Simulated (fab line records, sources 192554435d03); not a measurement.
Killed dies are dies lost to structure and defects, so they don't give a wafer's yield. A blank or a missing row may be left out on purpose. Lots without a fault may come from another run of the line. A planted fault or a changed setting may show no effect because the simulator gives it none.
Which tool did it? | flow n5_finfet | 12 lots, 33 wafers sampled, at 4 steps of a route of 1938

WHAT THE GAUGES READ, wafer by wafer
N5_PASSIVATION_CD_MEAS_30: target cd 4000 nm. Usual: cd_nm 3999.2 nm, standard deviation 2.7.
lot  | measured     | on        | cd_nm (nm)           | flag
L455 | day 14 21:18 | cd_sem-02 | 3999.4 3995.6        |
L456 | day 14 20:08 | cd_sem-02 | 3995.2 3997.9 3994.5 |
L457 | day 14 14:59 | cd_sem-02 | 4001.1 3994.3 3998.8 |
L458 | day 15 03:01 | cd_sem-02 | 3996.9 3995.8 3993.5 |
L461 | day 15 07:05 | cd_sem-02 | 3997.3 3999.2 4001.5 |
L463 | day 16 10:26 | cd_sem-01 | 3999.4 3999.2 3996.4 |
L467 | day 17 10:36 | cd_sem-01 | 3998.7 3996.2 3999.3 |
L468 | day 17 10:04 | cd_sem-03 | 4000.2 3998.0        |
L469 | day 20 09:11 | cd_sem-02 | 3999.3 3998.6 4002.2 |
L472 | day 19 01:40 | cd_sem-02 | 4000.3 4001.8        |
L473 | day 19 22:47 | cd_sem-03 | 3998.0 3997.0 3993.3 |
L476 | day 20 17:13 | cd_sem-02 | 3999.9 3997.5 3998.3 |

WHICH TOOL RAN EACH LOT (tool, then ch and the chambers of the sampled wafers, then the start)
lot  | N5_GATE_CUT_ETCH_58                | N5_PASSIVATION_PASS_ETCH_74        | N5_PASSIVATION_STRIP_14
L455 | rie_diel-06 ch 1,3, day 5 00:43    | rie_diel-06 ch 1,3, day 14 19:57   | rie_diel-06 ch 1,3, day 14 20:13
L456 | rie_diel-02 ch 1,2,3, day 5 06:56  | rie_diel-03 ch 1,2,3, day 14 18:22 | rie_diel-03 ch 1,2,3, day 14 18:40
L457 | rie_diel-03 ch 1,2, day 5 07:24    | rie_diel-02 ch 0,2,3, day 14 13:39 | rie_diel-02 ch 0,2,3, day 14 13:56
L458 | rie_diel-06 ch 2,3, day 5 14:22    | rie_diel-03 ch 0,2,3, day 15 01:43 | rie_diel-03 ch 0,2,3, day 15 01:59
L461 | rie_diel-02 ch 0,3, day 6 07:09    | rie_diel-06 ch 1,3, day 15 05:43   | rie_diel-06 ch 1,3, day 15 06:00
L463 | rie_diel-02 ch 0,3, day 6 20:17    | rie_diel-02 ch 0,1, day 16 09:13   | rie_diel-02 ch 0,1, day 16 09:30
L467 | rie_diel-06 ch 0,1,2, day 7 19:52  | rie_diel-02 ch 0,2,3, day 17 08:44 | rie_diel-02 ch 0,2,3, day 17 09:01
L468 | rie_diel-03 ch 0,1, day 8 04:58    | rie_diel-06 ch 1,2, day 17 08:12   | rie_diel-06 ch 1,2, day 17 08:29
L469 | rie_diel-03 ch 0,1,2, day 8 07:50  | rie_diel-06 ch 1,2,3, day 20 07:41 | rie_diel-06 ch 1,2,3, day 20 07:58
L472 | rie_diel-03 ch 0, day 9 00:17      | rie_diel-03 ch 0,1, day 18 23:15   | rie_diel-03 ch 0,1, day 18 23:32
L473 | rie_diel-03 ch 0,3, day 9 07:28    | rie_diel-02 ch 2,3, day 19 21:11   | rie_diel-02 ch 2,3, day 19 21:29
L476 | rie_diel-06 ch 0,1,2, day 10 05:47 | rie_diel-03 ch 1,2,3, day 20 16:03 | rie_diel-03 ch 1,2,3, day 20 16:20
- N5_GATE_CUT_ETCH_58: etches SiNx in CH3F/O2, target depth 17 nm, time 128.6 s.
- N5_PASSIVATION_PASS_ETCH_74: etches SiNx in CF4/O2, target depth 220 nm, time 110 s.
- N5_PASSIVATION_STRIP_14: strips in O2.

WHAT THE TOOLS THEMSELVES READ (means of the sampled wafers that have a number; where no wafer has one, the mark that the record gives instead)
N5_GATE_CUT_ETCH_58. Usual: CH3F_flow_sccm 30.00 sccm, standard deviation 0.089; drypump_motor_current_A 5.6 A, standard deviation 0.35; oes_product_au 0.80 a.u., standard deviation 0.077; rf_vpp_V 99.1 V, standard deviation 0.97; showerhead_plenum_p_Torr 2.00 Torr, standard deviation 0.075; throttle_valve_pct 16.29 %, standard deviation 0.19.
lot  | tool        | CH3F_flow_sccm (sccm) | drypump_motor_current_A (A) | oes_product_au (a.u.) | rf_vpp_V (V) | showerhead_plenum_p_Torr (Torr) | throttle_valve_pct (%) | flag
L455 | rie_diel-06 | 29.96                 | 5.6                         | 0.79                  | 99.3         | 2.03                            | 16.44                  |
L456 | rie_diel-02 | 30.01                 | 5.5                         | 0.81                  | 99.3         | 2.01                            | 16.24                  |
L457 | rie_diel-03 | 30.04                 | 5.8                         | 0.73                  | 99.4         | 2.05                            | 16.40                  |
L458 | rie_diel-06 | 29.98                 | 5.9                         | 0.77                  | 98.3         | 1.90                            | 16.32                  |
L461 | rie_diel-02 | 30.03                 | 5.6                         | 0.77                  | 98.5         | 1.91                            | 16.32                  |
L463 | rie_diel-02 | 30.06                 | 5.5                         | 0.78                  | 98.4         | 1.92                            | 16.22                  |
L467 | rie_diel-06 | 30.01                 | 5.6                         | 0.87                  | 99.0         | 1.96                            | 16.21                  |
L468 | rie_diel-03 | 30.05                 | 6.2                         | 0.82                  | 98.9         | 2.01                            | 16.23                  |
L469 | rie_diel-03 | 30.02                 | 5.9                         | 0.78                  | 100.6        | 2.03                            | 16.32                  |
L472 | rie_diel-03 | 29.96                 | 6.0                         | 0.86                  | 99.4         | 2.03                            | 16.13                  |
L473 | rie_diel-03 | 29.93                 | 5.3                         | 0.79                  | 100.3        | 2.06                            | 16.44                  |
L476 | rie_diel-06 | 29.90                 | 5.6                         | 0.84                  | 97.7         | 1.95                            | 16.24                  |

N5_PASSIVATION_PASS_ETCH_74. Usual: drypump_motor_current_A 5.6 A, standard deviation 0.32; oes_product_au 0.79 a.u., standard deviation 0.083; rf_vpp_V 240 V, standard deviation 6.4; showerhead_plenum_p_Torr 2.20 Torr, standard deviation 0.077; throttle_valve_pct 15.99 %, standard deviation 0.22.
lot  | tool        | drypump_motor_current_A (A) | oes_product_au (a.u.) | rf_vpp_V (V) | showerhead_plenum_p_Torr (Torr) | throttle_valve_pct (%) | flag
L455 | rie_diel-06 | 5.6                         | 0.73                  | 246          | 2.21                            | 16.20                  |
L456 | rie_diel-03 | 5.6                         | 0.80                  | 241          | 2.24                            | 16.03                  |
L457 | rie_diel-02 | 5.6                         | 0.72                  | 234          | 2.13                            | 16.07                  |
L458 | rie_diel-03 | 5.4                         | 0.81                  | 243          | 2.25                            | 15.97                  |
L461 | rie_diel-06 | 5.5                         | 0.75                  | 247          | 2.21                            | 16.17                  |
L463 | rie_diel-02 | 5.4                         | 0.79                  | 240          | 2.24                            | 15.90                  |
L467 | rie_diel-02 | 5.6                         | 0.79                  | 236          | 2.20                            | 15.97                  |
L468 | rie_diel-06 | 5.6                         | 0.75                  | 242          | 2.13                            | 16.11                  |
L469 | rie_diel-06 | 5.7                         | 0.79                  | 241          | 2.14                            | 16.07                  |
L472 | rie_diel-03 | 6.2                         | 0.75                  | 246          | 2.21                            | 16.11                  |
L473 | rie_diel-02 | 5.6                         | 0.98                  | 234          | 2.23                            | 15.80                  |
L476 | rie_diel-03 | 5.6                         | 0.77                  | 242          | 2.23                            | 16.09                  |

N5_PASSIVATION_STRIP_14. Usual: drypump_motor_current_A 5.6 A, standard deviation 0.32; oes_product_au 0.79 a.u., standard deviation 0.082; rf_vpp_V 3.7 V, standard deviation 0.92; showerhead_plenum_p_Torr 2.09 Torr, standard deviation 0.073; throttle_valve_pct 16.68 %, standard deviation 0.19.
lot  | tool        | drypump_motor_current_A (A) | oes_product_au (a.u.) | rf_vpp_V (V) | showerhead_plenum_p_Torr (Torr) | throttle_valve_pct (%) | flag
L455 | rie_diel-06 | 5.6                         | 0.73                  | 5.1          | 2.07                            | 16.75                  |
L456 | rie_diel-03 | 5.6                         | 0.78                  | 3.8          | 2.15                            | 16.83                  |
L457 | rie_diel-02 | 5.6                         | 0.73                  | 3.9          | 2.02                            | 16.75                  |
L458 | rie_diel-03 | 5.4                         | 0.81                  | 4.3          | 2.15                            | 16.73                  |
L461 | rie_diel-06 | 5.5                         | 0.76                  | 3.3          | 2.08                            | 16.76                  |
L463 | rie_diel-02 | 5.4                         | 0.79                  | 3.9          | 2.13                            | 16.53                  |
L467 | rie_diel-02 | 5.6                         | 0.79                  | 3.8          | 2.09                            | 16.64                  |
L468 | rie_diel-06 | 5.7                         | 0.77                  | 3.5          | 2.02                            | 16.81                  |
L469 | rie_diel-06 | 5.7                         | 0.80                  | 2.9          | 2.02                            | 16.69                  |
L472 | rie_diel-03 | 6.2                         | 0.76                  | 4.0          | 2.11                            | 16.84                  |
L473 | rie_diel-02 | 5.6                         | 0.96                  | 3.5          | 2.11                            | 16.49                  |
L476 | rie_diel-03 | 5.6                         | 0.75                  | 4.0          | 2.14                            | 16.90                  |

THE ANSWER, worked out from the rows above alone
Rule: a lot is off if the mean of its wafers that have a number lies more than 3 standard deviations from the usual mean. A lot without any number at a reading at which 4 lots or more have one is off too. The other lots that the step has rows for count as sound. The gauges are gone through in route order, then the tools' own readings, and for those a lot's mean is taken as printed above. The first step at which some lot is off is used, and at that step the reading that is off furthest; a lot without a number counts as furthest.
No lot is off at any reading shown: from this, nothing can be told.

WHAT THE SIMULATOR HAD PUT IN
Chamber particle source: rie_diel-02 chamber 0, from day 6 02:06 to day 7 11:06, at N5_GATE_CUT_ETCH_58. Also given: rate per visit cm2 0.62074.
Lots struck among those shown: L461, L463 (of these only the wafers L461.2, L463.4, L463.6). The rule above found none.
